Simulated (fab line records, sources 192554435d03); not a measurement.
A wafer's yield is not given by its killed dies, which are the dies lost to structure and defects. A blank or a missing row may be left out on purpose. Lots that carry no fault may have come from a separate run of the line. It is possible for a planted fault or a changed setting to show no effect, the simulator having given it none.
fab line records	flow n5_finfet	part 2 of 2: steps 5 to 6 of 6
record: lots: 21	wafers: 63	last_day: 19
route steps=1938 shown BEOL_M7@1279 BEOL_M8@1332
lots untouched by any fault: they come from a run of this same line in which no faults occurred
start_h: hours from the record's opening day to when the first of the lot's shown wafers began	wait_h: hours elapsed since this lot's preceding step	" the same as in the row above	L1.1+2: several wafers, shown together as one row	- no value, or no start was given	* or withheld: withheld	< > ~ a bound
route shown NAME@n: a module of which the file shows steps, and the number in the route of the first	usual: mean/standard deviation of fault-free wafers	same: alike in all rows	chamber/n: place in a boat	sites: readings site by site	_std_site: the standard deviation of these	_edge_site: inner sites' mean taken away from outer sites' mean	radius_mm: how far each site lies from the wafer's centre	mask NAME#n: copy n	behind: the most recent tool/chamber to have shaped the wafer	hold: what put the lot on hold/how long, in hours/how the hold closed	device: the n, p or np transistor that did not switch	end of line: tests run on the same wafers once the route is complete	a step with no rows: only its recipe	killed: not the wafer's yield, but the dies lost to structure and defects at the first sort	map: dies across one wafer; x = killed, . = not, _ = none there
set.NAME: setting as actually run; set.NAME@STEP: the setting as run at that earlier step	model.NAME: the simulator's own value behind a step, which no gauge read
one table for each step of the route and one row for each wafer, over a sample of lots
services: the hour from which a tool's chamber was out of use, counted from the record's first day as start_h (under 0 if before that day), plus the number of hours and why
== steps ==
step: N5_BEOL_M8_ILD_DEP_00
recipe: material: SiCOH_lowk	target_thk_a: 1797.5	temp_c: 300	precursor: DEMS/porogen	pressure_torr: 5	rf_w: 500	time_s: 33.4
usual: heater_power_w: 297/30	showerhead_plenum_p_Torr: 5.732/0.028	throttle_valve_pct: 13.7/0.89
same: time_s: 33.4
lot.wafer	tool	chamber	start_h	wait_h	heater_power_w	showerhead_plenum_p_Torr	throttle_valve_pct
L074.2	pecvd-04	0	192.26	0.0	253	5.754	15.6
L074.3	"	0	"	"	252	5.740	15.5
L074.5	"	0	"	"	260	5.737	15.3
L076.2	pecvd-03	0	202.78	0.0	331	5.686	13.7
L076.4	"	0	"	"	342	5.690	13.4
L076.5	"	0	"	"	332	5.694	13.4
L075.3	pecvd-01	1	202.83	0.0	268	5.734	15.0
L075.5	"	2	"	"	255	5.713	13.4
L075.6	"	1	"	"	266	5.734	15.0
L077.2	pecvd-03	1	217.50	0.0	330	5.768	14.1
L077.4	"	1	"	"	337	5.756	14.4
L077.5	"	0	"	"	331	5.701	13.6
L079.3	pecvd-04	2	224.39	0.0	253	5.764	13.1
L079.4	"	2	"	"	259	5.745	12.8
L079.6	"	1	"	"	245	5.717	13.4
L078.1	pecvd-04	2	225.78	0.0	294	5.745	12.7
L078.3	"	1	"	"	276	5.704	13.3
L078.5	"	0	"	"	239	5.740	15.4
L080.1	pecvd-04	2	229.03	0.0	266	5.757	12.7
L080.3	"	0	"	"	268	5.758	15.3
L080.4	"	0	"	"	267	5.738	15.1
L081.1	pecvd-03	0	246.71	0.0	352	5.698	13.5
L081.2	"	2	"	"	327	5.751	12.5
L081.5	"	2	"	"	340	5.758	12.4
L082.1	pecvd-03	0	254.92	0.0	301	5.693	13.9
L082.3	"	0	"	"	308	5.690	13.5
L082.4	"	2	"	"	265	5.752	12.3
L083.1	pecvd-03	0	263.11	0.0	319	5.682	13.6
L083.3	"	1	"	"	297	5.756	14.1
L083.6	"	2	"	"	323	5.753	12.4
L084.1	pecvd-04	2	269.04	0.0	279	5.746	12.7
L084.3	"	0	"	"	254	5.745	15.3
L084.4	"	2	"	"	281	5.765	13.0
L087.3	pecvd-03	0	291.07	0.0	336	5.677	13.6
L087.5	"	1	"	"	304	5.752	14.0
L087.6	"	2	"	"	348	5.763	12.3
L085.3	pecvd-04	0	291.31	0.0	270	5.736	15.2
L085.4	"	1	"	"	237	5.710	13.1
L085.6	"	2	"	"	291	5.768	12.8
L086.1	pecvd-04	1	294.01	0.0	281	5.714	13.3
L086.2	"	2	"	"	265	5.752	13.1
L086.6	"	0	"	"	237	5.773	15.2
L090.1	pecvd-03	0	302.37	0.0	288	5.697	13.5
L090.2	"	2	"	"	326	5.766	12.7
L090.4	"	0	"	"	292	5.699	13.8
L089.3	pecvd-03	2	302.64	0.0	284	5.754	12.3
L089.5	"	1	"	"	303	5.742	14.1
L089.6	"	0	"	"	318	5.698	13.8
L091.1	pecvd-03	1	314.05	0.0	270	5.736	14.1
L091.2	"	0	"	"	359	5.685	13.9
L091.4	"	2	"	"	295	5.765	12.8
L092.1	pecvd-03	0	314.59	0.0	279	5.695	13.8
L092.2	"	1	"	"	322	5.741	14.2
L092.6	"	0	"	"	285	5.693	13.7
L093.1	pecvd-03	0	317.94	0.0	341	5.697	13.7
L093.3	"	2	"	"	287	5.776	12.4
L093.6	"	2	"	"	285	5.768	12.5
L096.1	pecvd-04	0	347.73	0.0	269	5.749	15.2
L096.5	"	0	"	"	272	5.745	15.3
L096.6	"	1	"	"	272	5.706	13.0
L097.2	pecvd-03	1	356.11	0.0	321	5.754	14.2
L097.5	"	1	"	"	318	5.747	14.3
L097.6	"	2	"	"	329	5.744	12.7
step: N5_BEOL_M8_ETCH_61
recipe: chemistry: CF4	target: SiARC	target_depth_a: 455	mask_material: CAR-ArF	time_s: 75.8	ion_energy_ev: 80	pressure_mtorr: 40	source_w: 545	bias_w: 36	Ar_flow_sccm: 100	cf4_flow_sccm: 100	ends: cleared
usual: drypump_motor_current_A: 5.7/0.33	etch_rf_on_time_s: 74.9/1	oes_product_au: 0.69/0.071	rf_vpp_V: 184.0/1.2	showerhead_plenum_p_Torr: 2.14/0.068	throttle_valve_pct: 15.48/0.15
lot.wafer	tool	chamber	start_h	wait_h	drypump_motor_current_A	etch_rf_on_time_s	oes_product_au	rf_hours_counter_h	rf_vpp_V	showerhead_plenum_p_Torr	throttle_valve_pct
L074.2	rie_diel-02	0	193.56	0.0	5.8	73.3	0.61	181	184.8	2.21	15.42
L074.3	"	2	"	"	5.6	73.2	0.75	44	182.6	2.09	15.31
L074.5	"	0	"	"	5.9	73.5	0.61	-	184.4	2.21	15.42
L076.2	rie_diel-06	1	204.95	0.0	5.6	75.0	0.63	179	182.7	2.13	15.55
L076.4	"	0	"	"	5.3	72.9	0.71	62	186.3	2.26	15.47
L076.5	"	0	"	"	5.3	74.0	0.71	-	186.1	2.26	15.46
L075.3	rie_diel-02	0	205.24	0.0	5.9	73.5	0.61	185	185.5	2.21	15.40
L075.5	"	1	"	"	5.8	74.2	0.76	-	182.8	2.10	15.35
L075.6	"	0	"	"	5.9	73.4	0.62	-	184.1	2.21	15.41
L077.2	rie_diel-06	0	219.36	0.0	5.3	74.0	0.70	67	184.3	2.26	15.47
L077.4	"	2	"	"	5.7	73.3	0.77	30	182.6	2.09	15.37
L077.5	"	1	"	"	5.6	76.3	0.62	-	185.7	2.13	15.55
L079.3	rie_diel-01	3	227.29	0.0	6.4	75.5	0.78	29	183.2	2.10	15.36
L079.4	"	0	"	"	5.2	74.7	0.80	16	183.6	2.10	15.41
L079.6	"	2	"	"	5.7	75.5	0.72	-	183.7	2.09	15.19
L078.1	rie_diel-02	1	228.07	0.0	5.8	75.4	0.74	37	185.2	2.10	15.37
L078.3	"	2	"	"	5.7	74.0	0.73	58	184.5	2.09	15.33
L078.5	"	1	"	"	5.8	74.8	0.74	-	184.5	2.10	15.34
L080.1	rie_diel-06	0	231.21	0.0	5.3	74.2	0.69	70	186.4	2.26	15.48
L080.3	"	2	"	"	5.7	73.8	0.76	35	183.4	2.09	15.40
L080.4	"	3	"	"	6.2	75.6	0.58	247	181.3	2.03	15.77
L081.1	rie_diel-01	3	248.79	0.0	6.4	75.0	0.78	38	183.0	2.10	15.38
L081.2	"	0	"	"	5.2	74.8	0.79	25	182.9	2.09	15.44
L081.5	"	3	"	"	6.4	75.4	0.77	-	183.5	2.10	15.37
L082.1	rie_diel-06	0	257.06	0.0	5.3	75.0	0.69	80	184.8	2.25	15.50
L082.3	"	1	"	"	5.6	75.2	0.62	198	185.2	2.12	15.59
L082.4	"	0	"	"	5.3	73.9	0.69	-	185.4	2.25	15.48
L083.1	rie_diel-02	0	267.39	0.0	5.8	74.3	0.60	199	184.8	2.20	15.45
L083.3	"	1	"	"	5.8	76.2	0.72	50	183.8	2.09	15.39
L083.6	"	0	"	"	5.9	75.1	0.60	-	184.0	2.21	15.44
L084.1	rie_diel-02	1	273.84	0.0	5.8	76.4	0.71	52	183.7	2.09	15.39
L084.3	"	3	"	"	5.2	76.3	0.59	222	183.6	2.20	15.58
L084.4	"	2	"	"	5.7	75.3	0.71	74	182.2	2.08	15.37
L087.3	rie_diel-01	1	294.47	0.0	5.5	76.7	0.79	10	182.9	2.11	15.66
L087.5	"	0	"	"	5.2	75.1	0.76	-	182.7	2.09	15.45
L087.6	"	1	"	"	5.5	76.0	0.79	-	185.5	2.11	15.65
L085.3	rie_diel-01	2	294.72	0.0	5.7	74.0	0.70	95	183.3	2.08	15.26
L085.4	"	0	"	"	5.2	72.9	0.78	39	182.9	2.09	15.46
L085.6	"	2	"	"	5.7	73.9	0.70	-	183.0	2.08	15.24
L086.1	rie_diel-06	0	295.74	0.0	5.3	74.7	0.67	93	185.2	2.25	15.52
L086.2	"	1	"	"	5.6	76.0	0.60	211	183.1	2.12	15.60
L086.6	"	1	"	"	5.6	76.0	0.60	-	183.2	2.12	15.61
L090.1	rie_diel-06	0	306.57	0.0	5.3	75.1	0.67	96	185.5	2.25	15.52
L090.2	"	1	"	"	5.6	76.8	0.60	215	184.2	2.12	15.61
L090.4	"	2	"	"	5.7	74.6	0.72	62	182.2	2.08	15.46
L089.3	rie_diel-02	2	306.63	0.0	5.7	74.2	0.71	82	184.0	2.08	15.39
L089.5	"	3	"	"	5.2	74.6	0.60	-	184.3	2.20	15.62
L089.6	"	2	"	"	5.6	74.5	0.70	-	183.6	2.08	15.39
L091.1	rie_diel-01	1	316.03	0.0	5.5	75.7	0.77	17	183.4	2.10	15.68
L091.2	"	0	"	"	5.2	75.1	0.76	46	183.0	2.09	15.49
L091.4	"	2	"	"	5.7	76.3	0.69	102	184.0	2.08	15.27
L092.1	rie_diel-02	2	316.29	0.0	5.7	74.6	0.70	86	182.4	2.08	15.40
L092.2	"	1	"	"	5.8	75.4	0.71	67	183.3	2.09	15.42
L092.6	"	3	"	"	5.2	74.8	0.60	-	184.7	2.20	15.63
L093.1	rie_diel-01	3	321.40	0.0	6.4	74.5	0.74	60	184.3	2.09	15.41
L093.3	"	2	"	"	5.7	76.0	0.69	104	184.0	2.07	15.27
L093.6	"	0	"	"	5.1	73.8	0.76	-	181.8	2.09	15.47
L096.1	rie_diel-06	0	349.76	0.0	5.3	73.6	0.66	114	184.2	2.24	15.57
L096.5	"	1	"	"	5.6	76.2	0.59	-	184.0	2.11	15.63
L096.6	"	0	"	"	5.3	74.1	0.66	-	185.3	2.24	15.58
L097.2	rie_diel-02	2	358.65	0.0	5.6	73.6	0.69	103	183.9	2.07	15.43
L097.5	"	3	"	"	5.2	74.9	0.59	-	183.0	2.19	15.64
L097.6	"	0	"	"	5.9	73.9	0.58	-	184.8	2.19	15.50
== services ==
tool	chamber	start_h	hours	kind
rie_diel-06	1	164.44	9.9	repair
pecvd-03	1	175.64	10.2	repair
cmp-01	-	181.22	2.8	repair
rie_diel-06	1	183.55	8.8	repair
rie_diel-02	0	212.15	22.1	repair
cmp-01	-	215.29	4.0	pm
rie_diel-06	3	215.95	2.9	repair
cmp-01	-	221.98	3.3	repair
rie_diel-03	1	235.73	2.8	repair
pecvd-04	-	247.94	0.7	repair
cmp-03	-	249.33	2.6	repair
rie_diel-03	-	252.66	2.8	pm
rie_diel-04	3	264.39	11.2	repair
cmp-03	-	264.99	0.5	repair
cmp-03	-	280.06	2.3	repair
rie_diel-02	2	281.00	6.7	repair
rie_diel-04	0	290.08	9.8	repair
cmp-03	-	299.39	2.2	repair
rie_diel-03	3	308.45	5.8	repair
cmp-03	-	328.65	4.0	pm
rie_diel-05	2	328.85	3.0	repair
rie_diel-05	1	340.18	4.2	repair
cmp-03	-	343.66	1.3	repair
rie_diel-03	0	355.67	52.1	repair
